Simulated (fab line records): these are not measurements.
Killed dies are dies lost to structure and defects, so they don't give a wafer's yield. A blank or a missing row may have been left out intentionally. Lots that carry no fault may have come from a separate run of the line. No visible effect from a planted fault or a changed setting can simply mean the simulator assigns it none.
The tool behind it: which one? || flow n5 finfet || 9 lots with 27 wafers sampled at 5 steps, on a route of 1938 steps

## WHAT EACH GAUGE READ, for each wafer
N5_BEOL_M4_CD_MEAS_28: target cd 26.2 nm, target cd y 24.1 nm. Usual: cd nm reads 26.16 nm (standard deviation 0.23).
{"lot": "L453", "measured": "day 7 22:38", "on": "cd sem-02", "cd nm (nm)": "25.82 26.22 26.49", "flag": ""}
{"lot": "L459", "measured": "day 9 17:53", "on": "cd sem-01", "cd nm (nm)": "26.13 26.03 26.48", "flag": ""}
{"lot": "L461", "measured": "day 10 02:14", "on": "cd sem-02", "cd nm (nm)": "25.77 26.20 26.11", "flag": ""}
{"lot": "L463", "measured": "day 10 16:49", "on": "cd sem-02", "cd nm (nm)": "26.36 26.13 26.50", "flag": ""}
{"lot": "L466", "measured": "day 11 05:05", "on": "cd sem-03", "cd nm (nm)": "25.68 26.25 26.29", "flag": ""}
{"lot": "L464", "measured": "day 11 07:13", "on": "cd sem-03", "cd nm (nm)": "26.37 26.09 26.34", "flag": ""}
{"lot": "L467", "measured": "day 11 12:08", "on": "cd sem-02", "cd nm (nm)": "26.37 26.14 26.34", "flag": ""}
{"lot": "L474", "measured": "day 13 05:47", "on": "cd sem-02", "cd nm (nm)": "26.22 25.98 26.18", "flag": ""}
{"lot": "L473", "measured": "day 13 10:01", "on": "cd sem-02", "cd nm (nm)": "26.35 25.98 26.01", "flag": ""}

N5_BEOL_M4_CD_MEAS_35: target cd 18 nm, target cd y 22.4 nm. Usual: cd nm reads 18.1 nm (standard deviation 0.39).
{"lot": "L453", "measured": "day 8 02:20", "on": "cd sem-02", "cd nm (nm)": "18.0 18.1 17.0", "flag": ""}
{"lot": "L459", "measured": "day 9 20:05", "on": "cd sem-01", "cd nm (nm)": "18.5 18.6 18.7", "flag": ""}
{"lot": "L461", "measured": "day 10 07:20", "on": "cd sem-01", "cd nm (nm)": "18.4 18.1 18.2", "flag": ""}
{"lot": "L463", "measured": "day 10 18:17", "on": "cd sem-03", "cd nm (nm)": "18.4 18.4 17.9", "flag": ""}
{"lot": "L466", "measured": "day 11 06:03", "on": "cd sem-01", "cd nm (nm)": "18.5 18.2 18.7", "flag": ""}
{"lot": "L464", "measured": "day 11 09:09", "on": "cd sem-01", "cd nm (nm)": "17.7 18.1 18.4", "flag": ""}
{"lot": "L467", "measured": "day 11 13:36", "on": "cd sem-03", "cd nm (nm)": "18.2 19.0 18.2", "flag": ""}
{"lot": "L474", "measured": "day 13 07:47", "on": "cd sem-03", "cd nm (nm)": "18.2 18.1 18.4", "flag": ""}
{"lot": "L473", "measured": "day 14 06:30", "on": "cd sem-01", "cd nm (nm)": "18.0 18.4 18.2", "flag": ""}

N5_BEOL_M4_RC_MEAS_101. Usual: DIBL_N 37.0 mV/V, standard deviation 1.7; DIBL_P 36.7 mV/V, standard deviation 2; IOFF_N 0.17 nA/um, standard deviation 0.035; IOFF_P 0.22 nA/um, standard deviation 0.035; ION_N 672 uA/um, standard deviation 12; ION_P 461 uA/um, standard deviation 7.5; SS_N 71.6 mV/dec, standard deviation 0.67; SS_P 73.4 mV/dec, standard deviation 0.64; VT_N 250 mV, standard deviation 3.5; VT_P -250 mV, standard deviation 3.5.
{"lot": "L453", "measured": "day 8 08:05", "on": "prober-01", "DIBL_N (mV/V)": "38.7 37.0 35.7", "DIBL_P (mV/V)": "41.7 39.1 36.9", "IOFF_N (nA/um)": "0.22 0.16 0.14", "IOFF_P (nA/um)": "0.27 0.20 0.18", "ION_N (uA/um)": "674 664 645", "ION_P (uA/um)": "463 454 445", "SS_N (mV/dec)": "72.6 73.0 72.5", "SS_P (mV/dec)": "75.0 73.4 73.1", "VT_N (mV)": "248 254 256", "VT_P (mV)": "-248 -251 -253", "flag": ""}
{"lot": "L459", "measured": "day 10 00:00", "on": "prober-02", "DIBL_N (mV/V)": "38.4 38.6 42.0", "DIBL_P (mV/V)": "38.6 38.4 41.3", "IOFF_N (nA/um)": "0.21 0.21 0.31", "IOFF_P (nA/um)": "0.24 0.25 0.29", "ION_N (uA/um)": "705 695 695", "ION_P (uA/um)": "469 471 463", "SS_N (mV/dec)": "72.5 72.0 73.7", "SS_P (mV/dec)": "73.6 73.5 75.1", "VT_N (mV)": "246 244 243", "VT_P (mV)": "-246 -246 -246", "flag": ""}
{"lot": "L461", "measured": "day 10 10:58", "on": "prober-02", "DIBL_N (mV/V)": "34.3 36.5 35.7", "DIBL_P (mV/V)": "35.1 36.9 35.4", "IOFF_N (nA/um)": "0.13 0.17 0.15", "IOFF_P (nA/um)": "0.18 0.20 0.18", "ION_N (uA/um)": "666 675 666", "ION_P (uA/um)": "454 460 454", "SS_N (mV/dec)": "70.0 71.4 71.4", "SS_P (mV/dec)": "72.4 74.1 73.5", "VT_N (mV)": "252 249 253", "VT_P (mV)": "-253 -253 -255", "flag": ""}
{"lot": "L463", "measured": "day 10 23:34", "on": "prober-01", "DIBL_N (mV/V)": "38.1 38.0 37.0", "DIBL_P (mV/V)": "36.7 37.2 35.0", "IOFF_N (nA/um)": "0.16 0.17 0.14", "IOFF_P (nA/um)": "0.22 0.25 0.20", "ION_N (uA/um)": "683 678 661", "ION_P (uA/um)": "467 467 458", "SS_N (mV/dec)": "71.8 71.3 70.8", "SS_P (mV/dec)": "74.0 73.6 72.6", "VT_N (mV)": "250 249 254", "VT_P (mV)": "-252 -245 -253", "flag": ""}
{"lot": "L466", "measured": "day 11 10:03", "on": "prober-02", "DIBL_N (mV/V)": "37.9 37.5 35.4", "DIBL_P (mV/V)": "37.6 37.4 35.6", "IOFF_N (nA/um)": "0.20 0.17 0.14", "IOFF_P (nA/um)": "0.24 0.24 0.21", "ION_N (uA/um)": "662 668 665", "ION_P (uA/um)": "461 462 464", "SS_N (mV/dec)": "72.1 71.8 71.1", "SS_P (mV/dec)": "73.2 73.2 73.1", "VT_N (mV)": "247 249 251", "VT_P (mV)": "-247 -250 -249", "flag": ""}
{"lot": "L464", "measured": "day 11 13:06", "on": "prober-01", "DIBL_N (mV/V)": "34.3 31.9 33.6", "DIBL_P (mV/V)": "34.0 31.3 33.3", "IOFF_N (nA/um)": "0.12 0.09 0.11", "IOFF_P (nA/um)": "0.17 0.13 0.16", "ION_N (uA/um)": "666 649 664", "ION_P (uA/um)": "456 452 456", "SS_N (mV/dec)": "70.6 69.8 70.4", "SS_P (mV/dec)": "72.4 71.8 72.3", "VT_N (mV)": "254 256 254", "VT_P (mV)": "-257 -259 -257", "flag": ""}
{"lot": "L467", "measured": "day 11 17:05", "on": "prober-02", "DIBL_N (mV/V)": "36.5 37.1 41.1", "DIBL_P (mV/V)": "36.5 36.3 40.7", "IOFF_N (nA/um)": "0.17 0.16 0.27", "IOFF_P (nA/um)": "0.24 0.23 0.32", "ION_N (uA/um)": "683 679 688", "ION_P (uA/um)": "469 467 470", "SS_N (mV/dec)": "71.2 70.8 72.2", "SS_P (mV/dec)": "73.5 72.1 74.2", "VT_N (mV)": "249 248 241", "VT_P (mV)": "-243 -248 -242", "flag": ""}
{"lot": "L474", "measured": "day 13 12:05", "on": "prober-02", "DIBL_N (mV/V)": "37.0 35.9 39.1", "DIBL_P (mV/V)": "35.8 34.6 38.2", "IOFF_N (nA/um)": "0.15 0.13 0.19", "IOFF_P (nA/um)": "0.21 0.19 0.25", "ION_N (uA/um)": "680 658 690", "ION_P (uA/um)": "467 460 470", "SS_N (mV/dec)": "71.1 70.7 72.1", "SS_P (mV/dec)": "73.7 72.8 73.5", "VT_N (mV)": "250 251 246", "VT_P (mV)": "-247 -250 -248", "flag": ""}
{"lot": "L473", "measured": "day 14 10:43", "on": "prober-02", "DIBL_N (mV/V)": "35.5 36.0 35.8", "DIBL_P (mV/V)": "34.4 35.2 34.2", "IOFF_N (nA/um)": "0.15 0.16 0.14", "IOFF_P (nA/um)": "0.20 0.22 0.20", "ION_N (uA/um)": "675 678 664", "ION_P (uA/um)": "467 466 461", "SS_N (mV/dec)": "72.0 71.8 71.2", "SS_P (mV/dec)": "73.6 73.5 73.1", "VT_N (mV)": "250 246 251", "VT_P (mV)": "-250 -249 -252", "flag": ""}

## WHAT TOOL EACH LOT RAN ON (gives the tool, then ch and the chambers of the sampled wafers, and finally the start)
{"lot": "L453", "N5_BEOL_M4_VIA_ETCH_34": "rie diel-05 ch 1,2,3, day 8 01:55", "N5_BEOL_M4_STRIP_97": "rie diel-05 ch 1,2,3, day 8 02:20 or earlier"}
{"lot": "L459", "N5_BEOL_M4_VIA_ETCH_34": "rie diel-05 ch 0,3, day 9 19:40", "N5_BEOL_M4_STRIP_97": "rie diel-05 ch 0,3, day 9 20:05 or earlier"}
{"lot": "L461", "N5_BEOL_M4_VIA_ETCH_34": "rie diel-01 ch 0,2,3, day 10 06:55", "N5_BEOL_M4_STRIP_97": "rie diel-01 ch 0,2,3, day 10 07:20 or earlier"}
{"lot": "L463", "N5_BEOL_M4_VIA_ETCH_34": "rie diel-05 ch 0,1,2, day 10 17:53", "N5_BEOL_M4_STRIP_97": "rie diel-05 ch 0,1,2, day 10 18:17 or earlier"}
{"lot": "L466", "N5_BEOL_M4_VIA_ETCH_34": "rie diel-05 ch 1,2,3, day 11 05:38", "N5_BEOL_M4_STRIP_97": "rie diel-05 ch 1,2,3, day 11 06:03 or earlier"}
{"lot": "L464", "N5_BEOL_M4_VIA_ETCH_34": "rie diel-03 ch 0,1,2, day 11 08:44", "N5_BEOL_M4_STRIP_97": "rie diel-03 ch 0,1,2, day 11 09:09 or earlier"}
{"lot": "L467", "N5_BEOL_M4_VIA_ETCH_34": "rie diel-05 ch 0,1,3, day 11 13:11", "N5_BEOL_M4_STRIP_97": "rie diel-05 ch 0,1,3, day 11 13:36 or earlier"}
{"lot": "L474", "N5_BEOL_M4_VIA_ETCH_34": "rie diel-01 ch 0,1,2, day 13 07:23", "N5_BEOL_M4_STRIP_97": "rie diel-01 ch 0,1,2, day 13 07:47 or earlier"}
{"lot": "L473", "N5_BEOL_M4_VIA_ETCH_34": "rie diel-01 ch 1,3, day 14 06:05", "N5_BEOL_M4_STRIP_97": "rie diel-01 ch 1,3, day 14 06:30 or earlier"}
- N5_BEOL_M4_VIA_ETCH_34: etches the open film in C4F6/O2, target depth 69.4 nm, time 65.9 s.
- N5_BEOL_M4_STRIP_97: strips in N2/H2, time 10 s.

## AS READ BY THE TOOLS THEMSELVES (means over the sampled wafers that have a number; for cases with no such wafer, the mark the record gives instead)
N5_BEOL_M4_VIA_ETCH_34. Usual: chamber pressure mTorr 15.001 mTorr (standard deviation 0.016); drypump motor current A 5.8 A (standard deviation 0.47); oes product au 0.78 a.u. (standard deviation 0.092); rf fwd power W 346.8 W (standard deviation 1.2); rf vpp V 666 V (standard deviation 8.6); showerhead plenum p Torr 2.91 Torr (standard deviation 0.056); throttle valve pct 30.71 % (standard deviation 0.25).
{"lot": "L453", "tool": "rie diel-05", "chamber pressure mTorr (mTorr)": 14.997, "drypump motor current A (A)": 5.6, "oes product au (a.u.)": 0.71, "rf fwd power W (W)": 347.1, "rf vpp V (V)": 663, "showerhead plenum p Torr (Torr)": 2.84, "throttle valve pct (%)": 30.74, "flag": ""}
{"lot": "L459", "tool": "rie diel-05", "chamber pressure mTorr (mTorr)": 15.007, "drypump motor current A (A)": 5.9, "oes product au (a.u.)": 0.68, "rf fwd power W (W)": 346.6, "rf vpp V (V)": 673, "showerhead plenum p Torr (Torr)": 2.85, "throttle valve pct (%)": 31.06, "flag": ""}
{"lot": "L461", "tool": "rie diel-01", "chamber pressure mTorr (mTorr)": 15.000, "drypump motor current A (A)": 6.0, "oes product au (a.u.)": 0.78, "rf fwd power W (W)": 348.4, "rf vpp V (V)": 667, "showerhead plenum p Torr (Torr)": 2.92, "throttle valve pct (%)": 30.80, "flag": ""}
{"lot": "L463", "tool": "rie diel-05", "chamber pressure mTorr (mTorr)": 15.013, "drypump motor current A (A)": 5.8, "oes product au (a.u.)": 0.80, "rf fwd power W (W)": 345.3, "rf vpp V (V)": 660, "showerhead plenum p Torr (Torr)": 2.88, "throttle valve pct (%)": 30.43, "flag": ""}
{"lot": "L466", "tool": "rie diel-05", "chamber pressure mTorr (mTorr)": 15.001, "drypump motor current A (A)": 5.6, "oes product au (a.u.)": 0.82, "rf fwd power W (W)": 262.2, "rf vpp V (V)": 759, "showerhead plenum p Torr (Torr)": 2.83, "throttle valve pct (%)": 30.57, "flag": "OFF"}
{"lot": "L464", "tool": "rie diel-03", "chamber pressure mTorr (mTorr)": 15.011, "drypump motor current A (A)": 5.5, "oes product au (a.u.)": 0.79, "rf fwd power W (W)": 346.4, "rf vpp V (V)": 674, "showerhead plenum p Torr (Torr)": 2.95, "throttle valve pct (%)": 30.82, "flag": ""}
{"lot": "L467", "tool": "rie diel-05", "chamber pressure mTorr (mTorr)": 15.006, "drypump motor current A (A)": 5.7, "oes product au (a.u.)": 0.75, "rf fwd power W (W)": 262.7, "rf vpp V (V)": 758, "showerhead plenum p Torr (Torr)": 2.84, "throttle valve pct (%)": 30.57, "flag": "OFF"}
{"lot": "L474", "tool": "rie diel-01", "chamber pressure mTorr (mTorr)": 14.988, "drypump motor current A (A)": 5.8, "oes product au (a.u.)": 0.77, "rf fwd power W (W)": 348.1, "rf vpp V (V)": 663, "showerhead plenum p Torr (Torr)": 2.92, "throttle valve pct (%)": 30.79, "flag": ""}
{"lot": "L473", "tool": "rie diel-01", "chamber pressure mTorr (mTorr)": 15.009, "drypump motor current A (A)": 5.9, "oes product au (a.u.)": 0.72, "rf fwd power W (W)": 347.7, "rf vpp V (V)": 666, "showerhead plenum p Torr (Torr)": 2.93, "throttle valve pct (%)": 30.59, "flag": ""}

N5_BEOL_M4_STRIP_97. Usual: bias power w 7.004 W (standard deviation 0.023); chamber pressure mTorr 20.001 mTorr (standard deviation 0.017); drypump motor current A 5.8 A (standard deviation 0.47); oes product au 0.78 a.u. (standard deviation 0.092); rf vpp V 59.3 V (standard deviation 0.86); showerhead plenum p Torr 2.60 Torr (standard deviation 0.052); throttle valve pct 23.63 % (standard deviation 0.24).
{"lot": "L453", "tool": "rie diel-05", "bias power w (W)": 7.007, "chamber pressure mTorr (mTorr)": 19.995, "drypump motor current A (A)": 5.6, "oes product au (a.u.)": 0.70, "rf vpp V (V)": 58.7, "showerhead plenum p Torr (Torr)": 2.55, "throttle valve pct (%)": 23.85, "flag": ""}
{"lot": "L459", "tool": "rie diel-05", "bias power w (W)": 6.999, "chamber pressure mTorr (mTorr)": 20.011, "drypump motor current A (A)": 5.9, "oes product au (a.u.)": 0.68, "rf vpp V (V)": 60.0, "showerhead plenum p Torr (Torr)": 2.54, "throttle valve pct (%)": 24.10, "flag": ""}
{"lot": "L461", "tool": "rie diel-01", "bias power w (W)": 6.993, "chamber pressure mTorr (mTorr)": 19.991, "drypump motor current A (A)": 6.0, "oes product au (a.u.)": 0.79, "rf vpp V (V)": 59.1, "showerhead plenum p Torr (Torr)": 2.60, "throttle valve pct (%)": 23.48, "flag": ""}
{"lot": "L463", "tool": "rie diel-05", "bias power w (W)": 7.010, "chamber pressure mTorr (mTorr)": 20.001, "drypump motor current A (A)": 5.8, "oes product au (a.u.)": 0.79, "rf vpp V (V)": 59.0, "showerhead plenum p Torr (Torr)": 2.58, "throttle valve pct (%)": 23.49, "flag": ""}
{"lot": "L466", "tool": "rie diel-05", "bias power w (W)": 6.992, "chamber pressure mTorr (mTorr)": 20.005, "drypump motor current A (A)": 5.6, "oes product au (a.u.)": 0.87, "rf vpp V (V)": 58.1, "showerhead plenum p Torr (Torr)": 2.54, "throttle valve pct (%)": 23.66, "flag": ""}
{"lot": "L464", "tool": "rie diel-03", "bias power w (W)": 7.021, "chamber pressure mTorr (mTorr)": 20.005, "drypump motor current A (A)": 5.5, "oes product au (a.u.)": 0.78, "rf vpp V (V)": 58.4, "showerhead plenum p Torr (Torr)": 2.62, "throttle valve pct (%)": 23.56, "flag": ""}
{"lot": "L467", "tool": "rie diel-05", "bias power w (W)": 7.003, "chamber pressure mTorr (mTorr)": 20.000, "drypump motor current A (A)": 5.7, "oes product au (a.u.)": 0.80, "rf vpp V (V)": 58.7, "showerhead plenum p Torr (Torr)": 2.54, "throttle valve pct (%)": 23.65, "flag": ""}
{"lot": "L474", "tool": "rie diel-01", "bias power w (W)": 7.001, "chamber pressure mTorr (mTorr)": 20.005, "drypump motor current A (A)": 5.8, "oes product au (a.u.)": 0.77, "rf vpp V (V)": 58.5, "showerhead plenum p Torr (Torr)": 2.61, "throttle valve pct (%)": 23.66, "flag": ""}
{"lot": "L473", "tool": "rie diel-01", "bias power w (W)": 7.017, "chamber pressure mTorr (mTorr)": 19.994, "drypump motor current A (A)": 5.9, "oes product au (a.u.)": 0.72, "rf vpp V (V)": 59.4, "showerhead plenum p Torr (Torr)": 2.64, "throttle valve pct (%)": 23.66, "flag": ""}

## THE ANSWER, worked out from the rows above alone
Rule: a lot counts as off when the mean over its wafers that have a number is more than 3 standard deviations away from the usual mean. Also off: a lot with no number at a reading for which 4 or more lots have one. The other lots that the step has rows for count as sound. First the gauges in route order, then the tools' own readings, where a lot's mean is used as printed above. At the first step where some lot is off, the reading lying furthest off is the one used; lots without a number count as furthest.
Off: L466, L467, at N5_BEOL_M4_VIA_ETCH_34 (rf fwd power W).
If a tool, at that step or one of the process steps before it, ran each lot that is off and ran no sound lot following the first of them, it fits. One fits: N5_BEOL_M4_VIA_ETCH_34 on rie diel-05. Its last sound lot is L463 (day 10 17:53), its first lot that is off L466 (day 11 05:38): a fault that began between those two fits.
The tool's own readings at N5_BEOL_M4_VIA_ETCH_34 bear it out: on the lots that are off they differ by more than 5 times the standard deviation of the sound lots' means. rf fwd power W reads 262.4 W there against 347.1 W on the sound lots; rf vpp V reads 758 V there against 667 V on the sound lots.

## WHAT THE SIMULATOR HAD PUT IN
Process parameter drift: rie diel-05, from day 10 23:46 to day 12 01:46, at N5_BEOL_M4_VIA_ETCH_34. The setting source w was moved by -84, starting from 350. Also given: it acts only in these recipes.
Lots struck among those shown: L466, L467. The rule above reached the same finding.
